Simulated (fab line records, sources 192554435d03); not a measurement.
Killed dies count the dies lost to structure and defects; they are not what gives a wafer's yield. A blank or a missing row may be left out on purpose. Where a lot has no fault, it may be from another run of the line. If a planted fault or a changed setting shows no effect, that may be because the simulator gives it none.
A struck lot beside a sound one + flow n5-finfet + 16 steps out of a route of 1938
Sound: wafers L709.2, L709.4, L709.6. The struck wafers were L706.3, L706.4, L706.6. The cause is named last.
Per side, at each step with rows, come the tool, then ch with its chambers, and then its first start. Under that, the readings that differ: sound wafers + struck wafers + difference of the means + sigmas: that difference in standard deviations of wafers without a fault.
alike: readings with means less than 2 such deviations apart, plus words and numbers identical on both sides. not compared: withheld readings, readings lacking a value on some wafer, bounds such as >300 that could conceal the same value, and numbers that have no deviation in the record and whose values overlap.
A row with sigmas, a row that says differs or no value, or rows on one side alone: a step with any of these is where the two part. Non-overlapping numbers with no deviation appear without sigmas and do not part them. Lack of a reading on every wafer of one side parts them only where that side has two or more wafers.

first, 8 steps without rows for these wafers: N5_WELL_APT_HMDS_01 (time 60 s); N5_WELL_APT_COAT_02 (resist thk 950 nm); N5_WELL_APT_EBR_04; N5_WELL_APT_SOFTBAKE_03 (time 60 s); N5_WELL_APT_EXPOSE_05 (exposes mask NWELL, defocus 0 nm, target cd 200 nm); N5_WELL_APT_PEB_06 (peb time 90 s); N5_WELL_APT_DEVELOP_07 (develop time 45 s); N5_WELL_APT_HARDBAKE_12 (time 120 s).
N5_WELL_APT_CD_MEAS_08 targets a cd of 200 nm.
  sound on cd-sem-02 ch 0, day 4 01:41; struck on cd-sem-03 ch 0, day 3 07:34
  alike: cd-nm
N5_WELL_APT_OVL_MEAS_09:
  sound on overlay-02 ch 0, day 4 01:43; struck on overlay-02 ch 0, day 3 07:35
  alike: NWELL_OVL
N5_WELL_APT_INSPECT_10: inspects for defects (macro).
  sound on defect-inspect-02, day 4 01:44; struck on defect-inspect-02, day 3 07:37
  alike: raw-defect-count
N5_WELL_APT_DESCUM_13: chemistry O2, time 7.9 s.
  sound on rie-diel-05 ch 1,3, day 4 01:46; struck on rie-diel-05 ch 0,1,3, day 3 07:49
  alike: drypump-motor-current-A, oes-product-au, rf-vpp-V, showerhead-plenum-p-Torr, throttle-valve-pct
  not compared: rf-hours-counter-h
N5_WELL_APT_IMPLANT_14:
  sound on implanter-01 ch 0, day 4 01:54; struck on implanter-02 ch 0, day 3 08:22
  alike: dose-ions-cm2, rotation-deg
then, 1 step without rows for these wafers: N5_WELL_APT_IMPLANT_15.
-- record jumps: 7 days separate the struck wafers' starts on either side; left off in module WELL_APT, taken up again in module BEOL_M4, whose first shown step is the route's number 1111 --
N5_BEOL_M4_RC_MEAS_101:
  sound on prober-01 ch 0, day 10 14:01; struck on prober-01 ch 0, day 10 07:38
  alike: DIBL_N, DIBL_P, IOFF_N, IOFF_P, ION_N, ION_P, SS_N, SS_P, VT_N, VT_P
-- record jumps: 5 days separate the struck wafers' starts on either side; left off in module BEOL_M4, taken up again in module PASSIVATION, whose first shown step is the route's number 1936 --
N5_PASSIVATION_PROBE_49:
  sound on prober-01, day 15 07:37; struck on prober-02, day 15 04:38
| reading            | sound    | struck | difference | sigmas |
|--------------------|----------|--------|------------|--------|
| killed_at_M0_to_M3 | 26 21 16 | 48 44  | +25        | +2     |
| killed-short       | 21 30 28 | 37 47  | +16        | +2     |
  alike: defect-limited-yield, killed_at_M4_up, killed-at-contacts, killed-at-front-end, killed-at-other, killed-dies, killed-open, sort_bin_5_function, sort_bin_6_memory, sort_bin_8_speed, sort-n-pass, sort-yield-pct

== WHERE THEY PART ==
Within this record, at N5_PASSIVATION_PROBE_49 only.

WHY: what had been put in by the simulator
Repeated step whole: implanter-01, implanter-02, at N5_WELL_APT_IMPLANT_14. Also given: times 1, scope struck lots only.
